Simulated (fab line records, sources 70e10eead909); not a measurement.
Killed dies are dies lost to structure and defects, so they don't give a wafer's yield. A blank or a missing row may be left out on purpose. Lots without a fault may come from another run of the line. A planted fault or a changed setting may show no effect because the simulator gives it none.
A struck lot beside a sound one | flow nand_harc | 15 steps out of a route of 1159
Sound: wafers L892.1, L892.4, L892.6. Struck: wafer L907.1. (L907.3 of the same lot was not struck and is left out.) The cause comes at the end.
At each step with rows: each side's tool, then ch and its chambers, then its first start. Under that, the readings that differ: sound wafers | struck wafers | difference of the means | sigmas: that difference in standard deviations of wafers without a fault.
alike: readings whose means differ by less than 2 such deviations, and words and numbers that are the same on both sides. not compared: withheld readings, readings that some wafer has no value for, bounds like >300 that may hide the same value, and numbers for which the record gives no deviation and whose values overlap.
The two part at a step that has a row with sigmas, a row that says differs or no value, or rows on one side only. Numbers that don't overlap but have no deviation are shown without sigmas and don't part them. A reading that every wafer of one side lacks parts them only if that side has two wafers or more.

first, 1 step without rows for these wafers: NHARC_A_ONON_D1_DEP_09 (target thk 1000 nm).
NHARC_A_ONON_D1_THK_MEAS_11: measures by ellipsometry.
  sound on film_metro-01, day 7 23:46; struck on film_metro-01, day 11 21:02
  reading     | sound          | struck | difference | sigmas
  thk_nm (nm) | 1016 1017 1017 | 995    | -22        | -2
then, 1 step without rows for these wafers: NHARC_A_ONON_D1_DEP_12 (target thk 1000 nm).
NHARC_A_ONON_D1_THK_MEAS_14: measures by ellipsometry.
  sound on film_metro-02, day 8 00:20; struck on film_metro-02, day 11 21:37
  alike: thk_nm
then, 2 steps without rows for these wafers: NHARC_A_ONON_D1_ANNEAL_15 (time 3600 s); NHARC_A_ONON_D1_DEP_16 (target thk 1000 nm).
NHARC_A_ONON_D1_THK_MEAS_18: measures by ellipsometry.
  sound on film_metro-01, day 8 09:37; struck on film_metro-02, day 12 04:42
  alike: thk_nm
then, 1 step without rows for these wafers: NHARC_A_ONON_D1_DEP_19 (target thk 1000 nm).
NHARC_A_ONON_D1_THK_MEAS_21: measures by ellipsometry.
  sound on film_metro-02, day 8 10:10; struck on film_metro-01, day 12 05:16
  alike: thk_nm
then, 1 step without rows for these wafers: NHARC_A_ONON_D1_DEP_22 (target thk 1000 nm).
NHARC_A_ONON_D1_THK_MEAS_24: measures by ellipsometry.
  sound on film_metro-02, day 8 10:44; struck on film_metro-01, day 12 05:50
  alike: thk_nm
NHARC_A_ONON_D1_DEP_25: target thk 1000 nm.
  sound on pecvd_onon-01 ch 0, day 8 10:48; struck on pecvd_onon-01 ch 0, day 12 05:54
  alike: susceptor_temp_C
NHARC_A_ONON_D1_THK_MEAS_27: measures by ellipsometry.
  sound on film_metro-02, day 8 11:19; struck on film_metro-02, day 12 06:25
  reading     | sound         | struck | difference | sigmas
  thk_nm (nm) | 998 1000 1000 | 1409   | +410       | +57
then, 1 step without rows for these wafers: NHARC_A_ONON_D1_DEP_28 (target thk 1000 nm).
-- the record jumps here: 12 days lie between the struck wafers' starts before and after (it left off in module A_ONON_D1 and takes up again in module END, whose first step shown is number 1159 of the route) --
NHARC_END_SORT_01:
  the record has rows for the struck wafers here (prober-02 ch 0, day 24 07:42) and none for the sound ones

WHERE THEY PART
First at NHARC_A_ONON_D1_THK_MEAS_11; last, within this record, at NHARC_END_SORT_01.

WHY: what the simulator had put in
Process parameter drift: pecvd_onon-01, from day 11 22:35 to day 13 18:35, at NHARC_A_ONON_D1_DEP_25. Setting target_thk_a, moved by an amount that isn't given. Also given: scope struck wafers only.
